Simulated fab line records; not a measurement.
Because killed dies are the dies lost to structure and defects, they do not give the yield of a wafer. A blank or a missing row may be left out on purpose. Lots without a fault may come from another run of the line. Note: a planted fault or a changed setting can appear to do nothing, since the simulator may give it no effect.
Chamber matching + flow n5_finfet + N5_BEOL_M2_ETCH_70 on rie_diel-04: 4 sister chambers
The step etches SOC in N2/H2, target depth 80 nm, overetch 24 nm, time 130 s. 20 wafers are shown with their chamber, then 10 later ones without.

WAFERS, EACH WITH ITS CHAMBER
| wafer  | chamber | drypump_motor_current_A (A) | oes_product_au (a.u.) | rf_vpp_V (V) |
|--------|---------|-----------------------------|-----------------------|--------------|
| L076.1 | 0       | 5.42                        | 0.51                  | 523.4        |
| L076.4 | 1       | 6.09                        | 0.73                  | 525.3        |
| L076.5 | 2       | 5.48                        | 0.51                  | 520.1        |
| L078.1 | 2       | 5.48                        | 0.51                  | 519.7        |
| L078.2 | 3       | 6.05                        | 0.65                  | 527.6        |
| L078.3 | 0       | 5.39                        | 0.51                  | 522.8        |
| L079.2 | 3       | 6.04                        | 0.64                  | 528.3        |
| L079.4 | 1       | 6.02                        | 0.70                  | 525.7        |
| L079.6 | 0       | 5.46                        | 0.50                  | 523.3        |
| L081.2 | 1       | 6.06                        | 0.70                  | 525.2        |
| L081.3 | 3       | 6.06                        | 0.63                  | 526.4        |
| L081.5 | 2       | 5.47                        | 0.52                  | 519.5        |
| L082.4 | 1       | 6.03                        | 0.69                  | 525.9        |
| L082.5 | 3       | 6.03                        | 0.64                  | 528.5        |
| L082.6 | 2       | 5.47                        | 0.51                  | 521.3        |
| L083.2 | 3       | 6.03                        | 0.64                  | 528.1        |
| L083.3 | 1       | 6.02                        | 0.69                  | 526.1        |
| L083.5 | 1       | 6.05                        | 0.68                  | 524.7        |
| L085.2 | 1       | 6.04                        | 0.67                  | 524.4        |
| L085.3 | 3       | 6.06                        | 0.62                  | 528.2        |

SIGNATURES (averages over the wafers above)
| reading                 | chamber 0 | chamber 1 | chamber 2 | chamber 3 | scatter within a chamber |
|-------------------------|-----------|-----------|-----------|-----------|--------------------------|
| drypump_motor_current_A | 5.4233    | 6.0443    | 5.4750    | 6.0450    | 0.0213                   |
| oes_product_au          | 0.5067    | 0.6943    | 0.5125    | 0.6367    | 0.0133                   |
| rf_vpp_V                | 523.167   | 525.329   | 520.150   | 527.850   | 0.683                    |
Rule: for each reading, subtract the chamber's mean from the wafer's reading, divide by that reading's scatter and square the result; add these up over the readings and take the root, which gives the wafer's distance from the chamber. The wafer belongs to the nearest chamber; if the next one is less than 2 further off, it can't be placed. The scatter: take each reading less its chamber's mean, square it, sum over the shown wafers, divide by the number of wafers less the number of chambers, and take the root.

WAFERS WITHOUT THEIR CHAMBER
| wafer  | drypump_motor_current_A (A) | oes_product_au (a.u.) | rf_vpp_V (V) |
|--------|-----------------------------|-----------------------|--------------|
| L085.6 | 6.04                        | 0.62                  | 528.5        |
| L088.2 | 5.44                        | 0.50                  | 520.7        |
| L088.5 | 5.43                        | 0.50                  | 523.8        |
| L088.6 | 6.05                        | 0.62                  | 529.4        |
| L090.2 | 6.03                        | 0.62                  | 525.8        |
| L090.3 | 5.47                        | 0.50                  | 520.1        |
| L090.4 | 6.06                        | 0.61                  | 528.1        |
| L094.1 | 5.42                        | 0.68                  | 521.9        |
| L094.2 | 6.03                        | 0.60                  | 527.1        |
| L094.3 | 5.99                        | 0.64                  | 526.0        |

CHAMBER TAKEN BY EACH
| wafer  | from the rows above     | in truth |
|--------|-------------------------|----------|
| L085.6 | 3                       | 3        |
| L088.2 | can't be placed: 2 or 0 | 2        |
| L088.5 | 0                       | 0        |
| L088.6 | 3                       | 3        |
| L090.2 | 3                       | 3        |
| L090.3 | 2                       | 2        |
| L090.4 | 3                       | 3        |
| L094.1 | can't be placed: 2 or 0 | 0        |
| L094.2 | 3                       | 3        |
| L094.3 | can't be placed: 3 or 1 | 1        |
Placed correctly: 7 of 10. Can't be placed from these rows: 3 (the true chamber is among the candidates in 3). Placed wrongly: 0.
